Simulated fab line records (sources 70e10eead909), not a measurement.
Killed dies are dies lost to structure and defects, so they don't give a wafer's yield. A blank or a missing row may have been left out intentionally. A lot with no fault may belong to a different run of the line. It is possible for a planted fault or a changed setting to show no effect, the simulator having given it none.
Matching of chambers + flow nand-harc + rie-diel-03 running NHARC_P_GATE_DESCUM_13: 4 sister chambers
The step chemistry O2, time 3 s. 4 wafers are shown with their chamber, then 7 later ones without.

## WAFERS WITH THEIR CHAMBER
| wafer  | chamber | showerhead-plenum-p-Torr (Torr) |
|--------|---------|---------------------------------|
| L516.5 | 2       | 2.06                            |
| L526.4 | 0       | 1.89                            |
| L526.5 | 3       | 1.94                            |
| L531.5 | 1       | 1.82                            |

## WAFERS MISSING THEIR CHAMBER
| wafer  | showerhead-plenum-p-Torr (Torr) |
|--------|---------------------------------|
| L531.6 | 1.88                            |
| L532.1 | 1.94                            |
| L532.3 | 1.88                            |
| L532.5 | 1.82                            |
| L535.4 | 1.82                            |
| L535.5 | 2.05                            |
| L535.6 | 1.88                            |

## WHICH CHAMBER EACH ONE RAN IN
| wafer  | from the rows above | in truth |
|--------|---------------------|----------|
| L531.6 | 0                   | 0        |
| L532.1 | 3                   | 3        |
| L532.3 | 0                   | 0        |
| L532.5 | 1                   | 1        |
| L535.4 | 1                   | 1        |
| L535.5 | 2                   | 2        |
| L535.6 | 0                   | 0        |
Correct placement for 7 of the 7. Left unplaced by these rows: 0. 0 placed wrongly.
How it was worked out, from the rows above alone: a wafer's distance from a chamber is the root of the sum, over the readings, of the square of ((its reading less the chamber's mean) divided by the reading's scatter). The wafer belongs to the nearest chamber; if the next one is less than 2 further off, it can't be placed. For every chamber, the mean is computed from those of its wafers that are shown. The scatter (one wafer shown for each chamber): square how far every hidden wafer sits from the nearest shown wafer, average those squares and take the square root.
